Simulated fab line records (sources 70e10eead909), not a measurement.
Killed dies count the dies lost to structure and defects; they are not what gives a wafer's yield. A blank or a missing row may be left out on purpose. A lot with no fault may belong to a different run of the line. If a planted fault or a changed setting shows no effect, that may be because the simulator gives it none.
Comparing a struck lot with a sound one :: flow nand harc :: 15 steps out of a route of 1159
Sound: the wafers L996.1, L996.4, L996.5. Struck: wafer L991.5; the same lot's L991.1 was not struck, so it is left out; see the end for the cause.
Order at every step that has rows: each side's tool, ch and its chambers, its first start. Under that, the readings that differ: sound wafers :: struck wafers :: difference of the means :: sigmas: that difference in standard deviations of wafers without a fault.
alike: readings whose means differ by less than 2 such deviations, and words and numbers that are the same on both sides. not compared: withheld readings, readings that some wafer has no value for, bounds like >300 that may hide the same value, and numbers for which the record gives no deviation and whose values overlap.
A row with sigmas, a row that says differs or no value, or rows on one side alone: a step with any of these is where the two part. Numbers that don't overlap but have no deviation are shown without sigmas and don't part them. A reading that every wafer of one side lacks parts them only if that side has two wafers or more.

first, 1 step without rows for these wafers: NHARC_A_ONON_D1_DEP_00 (target thk 1000 nm).
NHARC_A_ONON_D1_THK_MEAS_02: measures by ellipsometry.
  struck on film metro-01, day 11 07:29; sound on film metro-02, day 12 14:47
  alike: thk nm
then, no rows for these wafers at 1 step: NHARC_A_ONON_D1_DEP_03 (target thk 1000 nm).
NHARC_A_ONON_D1_THK_MEAS_05: measures by ellipsometry.
  struck on film metro-02, day 11 08:03; sound on film metro-02, day 12 15:22
  alike: thk nm
then, no rows for these wafers at 1 step: NHARC_A_ONON_D1_DEP_06 (target thk 1000 nm).
NHARC_A_ONON_D1_THK_MEAS_08: measures by ellipsometry.
  struck on film metro-01, day 11 08:37; sound on film metro-01, day 12 15:55
  alike: thk nm
then, no rows for these wafers at 1 step: NHARC_A_ONON_D1_DEP_09 (target thk 1000 nm).
NHARC_A_ONON_D1_THK_MEAS_11: measures by ellipsometry.
  struck on film metro-01, day 11 09:11; sound on film metro-01, day 12 16:29
  alike: thk nm
then, no rows for these wafers at 1 step: NHARC_A_ONON_D1_DEP_12 (target thk 1000 nm).
NHARC_A_ONON_D1_THK_MEAS_14: measures by ellipsometry.
  struck on film metro-01, day 11 09:46; sound on film metro-02, day 12 17:04
  alike: thk nm
then, 1 step without rows for these wafers: NHARC_A_ONON_D1_ANNEAL_15 (time 3600 s).
NHARC_A_ONON_D1_DEP_16: target thk 1000 nm.
  sound on pecvd onon-04 ch 0, day 12 23:43; struck on pecvd onon-02 ch 0, day 11 17:19
NHARC_A_ONON_D1_THK_MEAS_18: measures by ellipsometry.
  struck on film metro-02, day 11 17:49; sound on film metro-02, day 13 00:14
reading: thk nm (nm)
sound: 999 999 1000
struck: 1459
difference: +460
sigmas: +47
then, no rows for these wafers at 1 step: NHARC_A_ONON_D1_DEP_19 (target thk 1000 nm).
-- break in the record here, with 12 days between the starts of the struck wafers on either side (left off in module A_ONON_D1, picked up again in module END, where the first step shown is number 1159 on the route) --
NHARC_END_SORT_01:
  only the struck wafers appear in the record here, on prober-01 ch 0 at day 23 09:02; the sound ones have no rows

== WHERE THEY PART ==
First at NHARC_A_ONON_D1_THK_MEAS_18; last, within this record, at NHARC_END_SORT_01.

WHY: what had been put in by the simulator
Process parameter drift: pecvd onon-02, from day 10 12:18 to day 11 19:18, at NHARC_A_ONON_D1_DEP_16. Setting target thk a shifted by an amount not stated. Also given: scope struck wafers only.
